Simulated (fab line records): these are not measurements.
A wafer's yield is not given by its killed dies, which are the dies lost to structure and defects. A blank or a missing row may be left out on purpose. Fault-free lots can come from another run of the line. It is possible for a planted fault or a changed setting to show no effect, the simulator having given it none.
fab line records    flow nand-harc
[record] lots = 7  wafers = 20  last-day = 24
route steps=1159 shown A_SGD_CUT@758 END@1159
lots with no fault: from the same line, run without faults
start-h: hours from the record's opening day to when the first of the lot's shown wafers began    wait-h: hours since the lot's step before    " as in the row above    L1.1+2: a row that stands for several wafers    - either no value or no given start    * or withheld: withheld    < > ~ a bound
route shown NAME@n: a module of which the file shows steps, and the number in the route of the first    usual: mean/standard deviation taken from wafers without a fault    same: alike in all rows    chamber/n: place in a boat    sites: each site's reading    _std_site: their standard deviation    _edge_site: outer sites' mean less inner sites'    radius-mm: how far each site lies from the wafer's centre    mask NAME#n: copy n    behind: the tool/chamber that last shaped the wafer    hold: why the lot was held/for how many hours/how that ended    device: which transistor (n, p or np) failed to switch    end of line: the tests these same wafers got at the end of their route    a step given without rows: its recipe and nothing more    killed: dies that structure and defects cost at the first sort, which is not the same as the wafer's yield    map: per-die view of a wafer (x killed, . not killed, _ where there is no die)
set.NAME: the setting as run; set.NAME@STEP: as run at that earlier step    model.NAME: the simulator's own value behind a step, which no gauge read
a table for each step, a row for each wafer; lots at some steps of the route
services: the hour from which a tool's chamber was out of use, counted from the record's first day as start-h (under 0 if before that day), plus the number of hours and why
[[steps]]
[step NHARC_A_SGD_CUT_CD_MEAS_09]
[recipe] target-cd-nm = 100  landing-energy-ev = 500
[usual] cd-nm = 100.2/0.67
[same] landing-energy-ev = 500
lot.wafer  tool       chamber  start-h  wait-h  cd-nm
L879.2     cd-sem-01  0        325.07   -       101.0
L879.3     "          0        "        "       100.2
L879.4     "          0        "        "       99.2
L878.2     cd-sem-02  0        325.44   -       100.4
L878.3     "          0        "        "       99.6
L878.5     "          0        "        "       100.5
L880.3     cd-sem-02  0        334.13   -       100.1
L880.4     "          0        "        "       100.4
L880.5     "          0        "        "       100.6
L885.3     cd-sem-02  0        359.91   -       99.4
L885.5     "          0        "        "       99.7
L881.2     cd-sem-01  0        362.77   -       100.7
L881.4     "          0        "        "       98.9
L881.6     "          0        "        "       99.1
L896.2     cd-sem-03  0        425.43   -       99.2
L896.4     "          0        "        "       101.6
L896.5     "          0        "        "       101.4
L897.3     cd-sem-03  0        449.15   -       99.9
L897.4     "          0        "        "       100.0
L897.5     "          0        "        "       100.0
[step NHARC_A_SGD_CUT_OVL_MEAS_10]
[usual] overlay-x-nm = 0.0/0.61  overlay-y-nm = -0.1/0.69
lot.wafer  tool        chamber  start-h  wait-h  overlay-x-nm  overlay-y-nm
L879.2     overlay-02  -        325.16   -       -0.1          -0.8
L879.3     "           -        "        "       -0.1          -0.2
L879.4     "           -        "        "       -0.3          -0.8
L878.2     overlay-02  -        325.53   -       -0.9          -0.2
L878.3     "           -        "        "       -0.7          -0.7
L878.5     "           -        "        "       -0.9          -0.5
L880.3     overlay-01  -        334.22   -       0.1           -1.6
L880.4     "           -        "        "       -0.1          -1.2
L880.5     "           -        "        "       0.2           -1.2
L885.3     overlay-01  -        359.99   -       0.4           0.1
L885.5     "           -        "        "       0.3           0.4
L881.2     overlay-01  -        362.86   -       -0.4          0.4
L881.4     "           -        "        "       -0.6          0.3
L881.6     "           -        "        "       -0.1          -0.2
L896.2     overlay-01  -        425.53   -       0.2           0.5
L896.4     "           -        "        "       0.2           0.0
L896.5     "           -        "        "       0.3           0.4
L897.3     overlay-02  -        449.23   -       -0.6          -0.7
L897.4     "           -        "        "       -1.2          -0.3
L897.5     "           -        "        "       -0.5          -0.8
[step NHARC_A_SGD_CUT_INSPECT_11]
[usual] raw-defect-count = 18/9.2
lot.wafer  tool               chamber  start-h  wait-h  raw-defect-count
L879.2     defect-inspect-01  -        325.20   0.0     9
L879.3     "                  -        "        "       12
L879.4     "                  -        "        "       7
L878.2     defect-inspect-01  -        325.57   0.0     25
L878.3     "                  -        "        "       10
L878.5     "                  -        "        "       29
L880.3     defect-inspect-01  -        334.25   0.0     8
L880.4     "                  -        "        "       11
L880.5     "                  -        "        "       13
L885.3     defect-inspect-02  -        360.03   0.0     8
L885.5     "                  -        "        "       13
L881.2     defect-inspect-02  -        362.90   0.0     28
L881.4     "                  -        "        "       24
L881.6     "                  -        "        "       22
L896.2     defect-inspect-01  -        425.57   0.0     36
L896.4     "                  -        "        "       40
L896.5     "                  -        "        "       27
L897.3     defect-inspect-01  -        449.27   0.0     17
L897.4     "                  -        "        "       19
L897.5     "                  -        "        "       15
[step NHARC_A_SGD_CUT_DESCUM_14]
[recipe] time-s = 3  o2-flow-sccm = 200  ar-flow-sccm = 0  bias-power-w = 0  chemistry = O2
[usual] drypump-motor-current-A = 5.7/0.56  oes-product-au = 1.002/0.012  rf-vpp-V = 57.8/1  showerhead-plenum-p-Torr = 1.91/0.092  throttle-valve-pct = 11.311/0.009
[same] bias-power-w = 0
lot.wafer  tool         chamber  start-h  wait-h  drypump-motor-current-A  oes-product-au  rf-hours-counter-h  rf-vpp-V  showerhead-plenum-p-Torr  throttle-valve-pct
L879.3     rie-diel-03  2        325.26   0.1     5.9                      1.006           6                   58.6      2.01                      11.318
L879.4     "            3        "        "       5.3                      1.010           8                   59.0      2.03                      11.315
L879.2     "            0        "        "       5.6                      1.025           7                   57.5      1.78                      11.323
L878.3     rie-diel-03  1        325.63   0.1     6.1                      0.998           6                   57.5      1.81                      11.312
L878.2     "            2        "        "       5.9                      0.997           6                   59.7      2.01                      11.324
L878.5     "            1        "        "       6.1                      0.997           -                   55.8      1.81                      11.308
L880.4     rie-diel-01  1        334.32   0.1     5.6                      0.995           1                   57.1      1.87                      11.307
L880.3     "            3        "        "       6.8                      0.993           1                   57.8      1.82                      11.319
L880.5     "            1        "        "       5.6                      0.985           -                   57.9      1.87                      11.304
L885.3     rie-diel-11  2        360.12   0.1     4.9                      0.995           15                  58.8      1.97                      11.319
L885.5     "            3        "        "       5.8                      1.013           -                   59.3      2.00                      11.326
L881.4     rie-diel-11  3        362.96   0.1     5.8                      1.002           15                  57.3      2.00                      11.288
L881.2     "            2        "        "       4.9                      0.988           15                  59.8      1.97                      11.311
L881.6     "            0        "        "       6.3                      0.999           -                   58.1      1.98                      11.309
L896.4     rie-diel-11  1        425.64   0.1     5.3                      1.005           6                   56.9      1.85                      11.301
L896.2     "            3        "        "       5.8                      1.007           6                   57.6      1.99                      11.293
L896.5     "            1        "        "       5.3                      1.006           -                   56.8      1.85                      11.314
L897.3     rie-diel-11  0        449.33   0.1     6.3                      0.986           6                   57.4      1.98                      11.301
L897.4     "            2        "        "       4.9                      0.990           7                   60.0      1.97                      11.301
L897.5     "            0        "        "       6.3                      0.987           -                   59.2      1.98                      11.319
[step NHARC_A_SGD_CUT_ETCH_58]
[recipe] target-depth-a = 390  over-etch-frac = 0.3  time-s = 65  ion-energy-ev = 80  cf4-flow-sccm = 150  ar-flow-sccm = 0  rf-w = 300  bias-w = 100  chemistry = CF4
[usual] drypump-motor-current-A = 5.6/0.55  oes-product-au = 1.001/0.013  rf-vpp-V = 151.2/1.3  showerhead-plenum-p-Torr = 1.76/0.079  throttle-valve-pct = 13.285/0.0098
lot.wafer  tool         chamber  start-h  wait-h  drypump-motor-current-A  oes-product-au  rf-hours-counter-h  rf-vpp-V  showerhead-plenum-p-Torr  throttle-valve-pct
L879.2     rie-diel-03  2        325.34   0.1     5.9                      1.008           6                   152.2     1.85                      13.295
L879.4     "            3        "        "       5.3                      1.016           8                   152.3     1.87                      13.293
L879.3     "            1        "        "       6.1                      1.004           6                   151.1     1.68                      13.298
L878.3     rie-diel-03  3        325.72   0.1     5.3                      1.024           8                   152.5     1.87                      13.305
L878.2     "            0        "        "       5.6                      1.024           7                   148.7     1.65                      13.285
L878.5     "            3        "        "       5.3                      1.016           -                   153.3     1.87                      13.298
L880.4     rie-diel-01  0        334.41   0.1     5.1                      1.004           1                   149.0     1.66                      13.274
L880.3     "            1        "        "       5.5                      0.988           1                   150.9     1.73                      13.281
L880.5     "            3        "        "       6.8                      0.992           -                   149.9     1.69                      13.281
L885.3     rie-diel-11  2        360.18   0.1     4.9                      0.992           15                  151.8     1.82                      13.294
L885.5     "            2        "        "       4.9                      0.993           -                   151.9     1.82                      13.286
L881.2     rie-diel-11  0        363.05   0.1     6.3                      1.002           16                  150.9     1.82                      13.305
L881.4     "            1        "        "       5.3                      1.005           16                  151.5     1.72                      13.281
L881.6     "            3        "        "       5.8                      1.013           -                   151.3     1.84                      13.300
L896.4     rie-diel-11  0        425.72   0.1     6.3                      0.988           4                   152.5     1.82                      13.288
L896.2     "            1        "        "       5.3                      1.009           6                   148.4     1.71                      13.281
L896.5     "            3        "        "       5.8                      1.007           -                   151.5     1.84                      13.267
L897.4     rie-diel-11  0        449.42   0.1     6.3                      0.985           6                   152.9     1.82                      13.288
L897.3     "            1        "        "       5.3                      0.984           8                   150.5     1.71                      13.279
L897.5     "            2        "        "       4.9                      0.989           -                   152.8     1.82                      13.263
[step NHARC_A_SGD_CUT_ETCH_59]
[recipe] target-depth-a = 2600  over-etch-frac = 0.25  time-s = 406.25  ion-energy-ev = 200  n2-flow-sccm = 150  h2-flow-sccm = 150  ar-flow-sccm = 0  rf-w = 400  bias-w = 150  chemistry = N2/H2
[usual] drypump-motor-current-A = 5.6/0.53  oes-product-au = 1.001/0.011  rf-vpp-V = 430.5/2.8  showerhead-plenum-p-Torr = 2.04/0.1  throttle-valve-pct = 14.172/0.0091
lot.wafer  tool         chamber  start-h  wait-h  drypump-motor-current-A  oes-product-au  rf-hours-counter-h  rf-vpp-V  showerhead-plenum-p-Torr  throttle-valve-pct
L879.3     rie-diel-03  2        -        -       5.9                      1.006           6                   433.1     2.14                      14.176
L879.4     "            0        "        "       5.6                      1.031           7                   427.3     1.89                      14.171
L879.2     "            1        "        "       6.1                      0.995           6                   428.3     1.93                      14.181
L878.2     rie-diel-03  0        -        -       5.6                      1.024           7                   427.0     1.89                      14.173
L878.3     "            2        "        "       5.9                      0.994           7                   432.9     2.14                      14.160
L878.5     "            3        "        "       5.3                      1.023           -                   433.4     2.17                      14.171
L880.3     rie-diel-01  2        -        -       4.9                      0.999           1                   433.0     2.12                      14.185
L880.4     "            0        "        "       5.1                      0.992           1                   427.1     1.90                      14.174
L880.5     "            2        "        "       4.9                      0.987           -                   433.1     2.12                      14.166
L885.3     rie-diel-11  0        -        -       6.3                      1.003           15                  432.8     2.11                      14.189
L885.5     "            3        "        "       5.8                      1.007           -                   432.6     2.13                      14.176
L881.2     rie-diel-11  0        -        -       6.3                      0.988           16                  432.1     2.11                      14.187
L881.4     "            1        "        "       5.3                      1.003           16                  427.6     1.97                      14.160
L881.6     "            3        "        "       5.8                      1.000           -                   433.5     2.13                      14.184
L896.4     rie-diel-11  1        -        -       5.3                      1.007           6                   428.0     1.97                      14.166
L896.2     "            0        "        "       6.3                      0.993           4                   432.1     2.11                      14.161
L896.5     "            1        "        "       5.3                      1.012           -                   428.5     1.97                      14.172
L897.3     rie-diel-11  1        -        -       5.3                      1.003           8                   428.7     1.97                      14.186
L897.4     "            2        "        "       4.9                      0.991           8                   431.6     2.10                      14.171
L897.5     "            1        "        "       5.3                      0.999           -                   430.6     1.97                      14.180
[step NHARC_A_SGD_CUT_ETCH_15]
[recipe] target-depth-a = 750  time-s = 64.3  ch3f-flow-sccm = 50  o2-flow-sccm = 30  ar-flow-sccm = 200  rf-w = 500  bias-w = 100  chemistry = CH3F/O2
[usual] drypump-motor-current-A = 5.6/0.56  oes-product-au = 0.958/0.022  rf-vpp-V = 263.7/1.9  showerhead-plenum-p-Torr = 2.45/0.11  throttle-valve-pct = 20.664/0.0096
lot.wafer  tool         chamber  start-h  wait-h  drypump-motor-current-A  oes-product-au  rf-hours-counter-h  rf-vpp-V  showerhead-plenum-p-Torr  throttle-valve-pct
L879.3     rie-diel-03  3        -        -       5.3                      0.952           8                   267.0     2.60                      20.658
L879.2     "            0        "        "       5.6                      0.976           7                   260.9     2.29                      20.649
L879.4     "            1        "        "       6.1                      0.957           6                   261.9     2.33                      20.645
L878.2     rie-diel-03  0        -        -       5.6                      0.982           8                   264.1     2.29                      20.656
L878.3     "            2        "        "       5.8                      0.956           7                   264.8     2.57                      20.638
L878.5     "            0        "        "       5.6                      0.990           -                   260.9     2.29                      20.666
L880.4     rie-diel-01  1        -        -       5.5                      0.952           1                   263.0     2.41                      20.646
L880.3     "            0        "        "       5.1                      0.977           1                   261.0     2.30                      20.680
L880.5     "            2        "        "       4.9                      0.960           -                   264.9     2.55                      20.670
L885.3     rie-diel-11  2        -        -       4.9                      0.980           15                  265.0     2.53                      20.666
L885.5     "            0        "        "       6.3                      0.954           -                   265.6     2.54                      20.650
L881.2     rie-diel-11  0        -        -       6.3                      0.973           16                  264.0     2.54                      20.668
L881.4     "            1        "        "       5.3                      0.989           16                  262.1     2.38                      20.656
L881.6     "            3        "        "       5.8                      0.966           -                   264.0     2.56                      20.677
L896.2     rie-diel-11  3        -        -       5.8                      0.938           6                   264.1     2.56                      20.663
L896.4     "            0        "        "       6.3                      0.921           4                   264.0     2.54                      20.674
L896.5     "            3        "        "       5.8                      0.930           -                   264.9     2.56                      20.657
L897.4     rie-diel-11  3        -        -       5.8                      0.924           7                   264.2     2.56                      20.670
L897.3     "            2        "        "       4.9                      0.918           8                   264.0     2.53                      20.670
L897.5     "            0        "        "       6.3                      0.911           -                   263.1     2.54                      20.665
[step NHARC_A_SGD_CUT_ETCH_16]
[recipe] target-depth-a = 3105  time-s = 155.2  c4f8-flow-sccm = withheld  o2-flow-sccm = 8  ar-flow-sccm = withheld  rf-w = 600  bias-w = 800  chemistry = C4F8/O2/Ar
[usual] oes-product-au = 0.971/0.017  rf-vpp-V = 723/4.8
lot.wafer  tool         chamber  start-h  wait-h  oes-product-au  rf-hours-counter-h  rf-vpp-V
L879.3     rie-diel-03  2        -        -       0.969           7                   729
L879.2     "            0        "        "       0.994           8                   717
L879.4     "            1        "        "       0.961           6                   716
L878.3     rie-diel-03  2        -        -       0.972           7                   729
L878.2     "            0        "        "       1.008           8                   716
L878.5     "            2        "        "       0.979           -                   728
L880.3     rie-diel-01  2        -        -       0.968           1                   728
L880.4     "            0        "        "       0.985           1                   716
L880.5     "            2        "        "       0.967           -                   726
L885.3     rie-diel-11  3        -        -       0.977           15                  728
L885.5     "            3        "        "       0.982           -                   727
L881.2     rie-diel-11  2        -        -       0.982           16                  727
L881.4     "            1        "        "       0.996           16                  720
L881.6     "            2        "        "       0.972           -                   727
L896.2     rie-diel-11  0        -        -       0.937           4                   726
L896.4     "            2        "        "       0.931           6                   726
L896.5     "            1        "        "       0.929           -                   719
L897.4     rie-diel-11  1        -        -       0.958           8                   720
L897.3     "            0        "        "       0.945           6                   726
L897.5     "            2        "        "       0.945           -                   726
[step NHARC_A_SGD_CUT_STRIP_60]
[recipe] c4f8-flow-sccm = withheld  o2-flow-sccm = 8  ar-flow-sccm = withheld  bias-w = 0  chemistry = C4F8/O2/Ar
[step NHARC_A_SGD_CUT_STRIP_17]
[recipe] o2-flow-sccm = 500  ar-flow-sccm = 0  bias-w = 0  chemistry = O2
[step NHARC_A_SGD_CUT_PRECLEAN_18]
[recipe] time-s = *  temp-c = 50  bath-age-min = 0  chemistry = SC1
[step NHARC_A_SGD_CUT_SRD_19]
[step NHARC_A_SGD_CUT_DEP_20]
[recipe] target-thk-a = 1500  temp-c = 65  material = SiO2
lot.wafer   tool     chamber  start-h  wait-h
L879.2+3+4  fcvd-02  0,1,0    326.63   -
L878.2+3+5  fcvd-01  0,1,0    326.76   -
L880.4+3+5  fcvd-02  0,1,0    335.49   -
L885.3+5    fcvd-02  1,0      361.28   -
L881.2+4+6  fcvd-02  0,1,1    364.10   -
L896.2+4+5  fcvd-01  1,1,0    426.78   -
L897.3+4+5  fcvd-01  1,0,0    450.50   -
[step NHARC_A_SGD_CUT_ANNEAL_27]
[recipe] temp-c = 450  time-s = 1800
[step NHARC_A_SGD_CUT_CMP_21]
[recipe] target-thk-nm = 148.19
[usual] motor-current-A = 12.0/1  pad-life-wafers = 294/180  retaining-ring-pressure-frac = 1.000/0.0052  time-to-endpoint-s = 49/3.8
lot.wafer  tool    chamber  start-h  wait-h  motor-current-A  pad-life-wafers  retaining-ring-pressure-frac  time-to-endpoint-s
L879.2     cmp-04  0        330.49   0.4     13.4             162              1.000                         52
L879.3     "       1        "        "       10.5             163              1.005                         52
L879.4     "       3        "        "       10.4             165              0.999                         48
L878.3     cmp-04  1        330.64   0.5     11.1             168              1.010                         53
L878.2     "       3        "        "       10.3             170              0.996                         44
L878.5     "       1        "        "       11.2             -                0.999                         50
L880.3     cmp-04  2        341.50   0.4     11.9             230              0.999                         9
L880.4     "       3        "        "       11.0             231              0.994                         41
L880.5     "       1        "        "       10.7             -                1.006                         47
L885.3     cmp-04  3        364.28   0.4     10.3             380              0.995                         10
L885.5     "       1        "        "       10.1             -                0.997                         48
L881.4     cmp-01  0        368.43   0.4     12.0             439              1.004                         51
L881.2     "       2        "        "       12.5             441              1.001                         51
L881.6     "       0        "        "       12.0             -                1.000                         20
L896.2     cmp-02  1        437.32   0.4     11.6             13               0.991                         43
L896.4     "       3        "        "       11.6             15               0.996                         47
L896.5     "       0        "        "       11.6             -                0.996                         52
L897.4     cmp-01  1        455.26   0.4     12.0             488              1.002                         48
L897.3     "       2        "        "       13.4             489              1.002                         51
L897.5     "       0        "        "       11.9             -                1.002                         52
[step NHARC_A_SGD_CUT_THK_MEAS_22]
[recipe] thk-meas-gauge = ellipsometry
[usual] thk-nm = 148.1/1.7
lot.wafer  tool           chamber  start-h  wait-h  thk-nm
L879.2     film-metro-02  -        330.74   0.2     146.4
L879.3     "              -        "        "       147.7
L879.4     "              -        "        "       146.5
L878.2     film-metro-02  -        330.89   0.2     145.3
L878.3     "              -        "        "       149.6
L878.5     "              -        "        "       149.6
L880.3     film-metro-02  -        341.71   0.2     51.5
L880.4     "              -        "        "       146.5
L880.5     "              -        "        "       147.5
L885.3     film-metro-01  -        364.48   0.2     48.8
L885.5     "              -        "        "       149.0
L881.2     film-metro-02  -        368.66   0.2     149.7
L881.4     "              -        "        "       149.6
L881.6     "              -        "        "       49.0
L896.2     film-metro-01  -        437.55   0.2     145.6
L896.4     "              -        "        "       148.6
L896.5     "              -        "        "       147.0
L897.3     film-metro-01  -        455.46   0.2     147.9
L897.4     "              -        "        "       149.2
L897.5     "              -        "        "       150.9
[step NHARC_A_SGD_CUT_SRD_23]
[step NHARC_END_SORT_01]
[recipe] temp-c = 25
[usual] killed-at-array = 28/10  killed-at-other = 0.6/1.1  killed-at-periphery = 3.6/2.6  killed-dies = 32/10  killed-open = 3.3/1.8  killed-short = 1.9/1.4
[same] gross-dies = 677
lot.wafer  tool       chamber  start-h  wait-h  killed-at-array  killed-at-other  killed-at-periphery  killed-dies  killed-open  killed-short
L880.3     prober-02  0        458.85   3.1     19               1                3                    23           3            2
L880.4     prober-02  0        459.65   3.4     27               0                5                    32           7            2
L880.5     prober-02  0        460.45   3.7     20               0                6                    26           2            1
L879.2     prober-01  0        465.21   2.8     14               1                4                    19           4            1
L879.3     prober-01  0        466.02   3.1     22               0                7                    29           6            5
L879.4     prober-01  0        466.83   3.4     15               0                7                    22           1            5
L881.2     prober-02  0        506.06   2.8     37               0                1                    38           2            1
L881.4     prober-02  0        507.64   3.4     39               0                2                    41           7            0
L881.6     prober-02  0        509.22   4.0     39               1                0                    40           2            1
L897.3     prober-02  0        572.92   3.1     38               0                8                    46           4            5
L897.4     prober-02  0        573.72   3.4     36               1                9                    46           3            0
L897.5     prober-02  0        574.52   3.7     45               0                8                    53           3            2
// killed by level:class
L880.3 A_SLIT:chamber-film-flake=7 A_ZERO_WELL:chamber-film-flake=2 A_STAIRCASE:chamber-film-flake=2 A_CONTACT:chamber-film-flake=2 P_M0:geometric-particle:open=1 A_ONON_D1:geometric-particle:short=1 A_WL_FILL:geometric-particle:short=1 A_WL_FILL:geometric-particle:open=1
L880.4 A_SLIT:chamber-film-flake=7 A_CHANNEL_HOLE_D1:chamber-film-flake=5 A_CONTACT:chamber-film-flake=4 P_STI:geometric-particle:open=2 A_WL_FILL:geometric-particle:short=2 A_M0:geometric-particle:open=2 P_ZERO_WELL:chamber-film-flake=2 A_ZERO_WELL:chamber-film-flake=2
L880.5 A_SLIT:chamber-film-flake=9 A_STAIRCASE:chamber-film-flake=4 P_ZERO_WELL:chamber-film-flake=3 A_CONTACT:chamber-film-flake=2 P_STI:geometric-particle:short=1 A_ONON_D1:geometric-particle:open=1 A_M0:geometric-particle:open=1 P_STI:chamber-film-flake=1
L879.2 A_CHANNEL_HOLE_D1:chamber-film-flake=4 P_ZERO_WELL:chamber-film-flake=2 P_GATE:chamber-film-flake=2 A_STAIRCASE:chamber-film-flake=2 A_WL_FILL:chamber-film-flake=2 A_CHANNEL_FILL_D1:geometric-particle:open=1 A_CONTACT:geometric-particle:open=1 A_CONTACT:geometric-particle:short=1
L879.3 A_CONTACT:chamber-film-flake=5 P_ZERO_WELL:chamber-film-flake=3 A_CHANNEL_HOLE_D1:chamber-film-flake=3 A_ONON_D1:geometric-particle:short=2 P_GATE:chamber-film-flake=2 A_ZERO_WELL:chamber-film-flake=2 A_STAIRCASE:chamber-film-flake=2 P_GATE:geometric-particle:open=1
L879.4 P_ZERO_WELL:chamber-film-flake=4 A_CHANNEL_HOLE_D1:chamber-film-flake=4 A_CONTACT:chamber-film-flake=4 A_WL_FILL:geometric-particle:short=2 P_CONTACT:geometric-particle:open=1 P_M1:geometric-particle:short=1 A_ONON_D1:geometric-particle:short=1 A_M0:geometric-particle:short=1
L881.2 A_CHANNEL_HOLE_D1:chamber-film-flake=18 A_SLIT:chamber-film-flake=11 A_WL_FILL:chamber-film-flake=2 P_M0:geometric-particle:open=1 A_ONON_D1:geometric-particle:open=1 A_M0:geometric-particle:short=1 A_ZERO_WELL:chamber-film-flake=1 A_CHANNEL_FILL_D1:chamber-film-flake=1
L881.4 A_CHANNEL_HOLE_D1:chamber-film-flake=14 A_SLIT:chamber-film-flake=9 A_WL_FILL:chamber-film-flake=5 A_M0:geometric-particle:open=2 A_CONTACT:chamber-film-flake=2 P_M0:geometric-particle:open=1 A_ONON_D1:geometric-particle:open=1 A_CONTACT:geometric-particle:open=1
L881.6 A_SLIT:chamber-film-flake=15 A_CHANNEL_HOLE_D1:chamber-film-flake=12 A_WL_FILL:chamber-film-flake=4 A_CONTACT:chamber-film-flake=4 A_CONTACT:geometric-particle:open=2 A_WL_FILL:geometric-particle:short=1 A_STAIRCASE:chamber-film-flake=1 THIN_TSV:chamber-film-flake=1
L897.3 A_SLIT:chamber-film-flake=20 A_CHANNEL_HOLE_D1:chamber-film-flake=9 P_M2:chamber-film-flake=4 A_WL_FILL:geometric-particle:open=3 A_CHANNEL_HOLE_D1:geometric-particle:short=2 P_STI:geometric-particle:short=1 P_GATE:chamber-film-flake=1 A_CHANNEL_FILL_D1:geometric-particle:short=1
L897.4 A_SLIT:chamber-film-flake=16 A_CHANNEL_HOLE_D1:chamber-film-flake=13 P_M2:chamber-film-flake=5 P_GATE:chamber-film-flake=3 A_STAIRCASE:chamber-film-flake=3 A_CONTACT:chamber-film-flake=3 P_M1:geometric-particle:open=1 A_WL_FILL:geometric-particle:open=1
L897.5 A_SLIT:chamber-film-flake=25 A_CHANNEL_HOLE_D1:chamber-film-flake=7 P_M2:chamber-film-flake=4 A_STAIRCASE:chamber-film-flake=4 A_CONTACT:chamber-film-flake=4 A_WL_FILL:chamber-film-flake=2 P_STI:geometric-particle:short=1 P_CONTACT:geometric-particle:open=1
[[services]]
tool         chamber  start-h  hours  kind
rie-diel-11  2        301.84   5.4    repair
cmp-01       -        309.10   3.3    repair
rie-diel-03  2        311.84   4.6    repair
rie-diel-01  -        314.85   9.0    pm
cmp-02       -        327.89   4.0    pm
cmp-01       -        340.25   4.6    repair
cmp-02       -        347.95   1.6    repair
cmp-02       -        351.69   62.5   repair
cmp-01       -        364.91   1.1    repair
rie-diel-11  -        366.50   9.0    pm
fcvd-01      -        366.80   0.7    repair
fcvd-02      -        374.49   0.6    repair
cmp-01       -        375.53   4.0    pm
fcvd-02      -        376.00   13.0   pm
rie-diel-11  0        383.97   8.5    repair
cmp-04       -        391.42   0.4    repair
rie-diel-03  -        392.30   9.0    pm
cmp-04       -        394.50   0.7    repair
cmp-04       -        399.00   4.0    pm
cmp-01       -        402.80   0.6    repair
cmp-04       -        405.77   2.6    repair
cmp-01       -        414.53   0.4    repair
cmp-02       -        425.89   4.0    pm
cmp-01       -        439.44   1.6    repair
[[key]]
[first-sign] step = NHARC_A_SGD_CUT_CMP_21  reading = time-to-endpoint-s  direction = down  sigmas = 9.4  usual = *  struck = *
[effect] step = NHARC_A_SGD_CUT_THK_MEAS_22  reading = thk-nm  direction = down  sigmas = 58  usual = 148.1  struck = 49.8
met-at NHARC_A_SGD_CUT_DEP_20
struck-wafers L880.3,L881.6,L885.3
sort-left-out L885.3
tester-left-out L880,L881,L885
onset-between 326.63 335.49
[fault] kind = process-parameter-drift  tool = fcvd-02  chamber = -  onset-h = 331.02  steps = NHARC_A_SGD_CUT_DEP_20  channel = target-thk-a  offset = *  shape = step  end-h = 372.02  scope = struck-wafers-only  stated = *
// tester-left-out: of these lots the tester's yield and bins aren't shown, on N5 and GAA mostly nor the transistor test; their killed dies are dies lost to structure and defects alone, not to doping, threshold or leakage, so they don't give the yield
// sort-left-out: the simulated sort isn't trusted on such a fault, so these wafers' sort isn't shown, and their yield isn't known
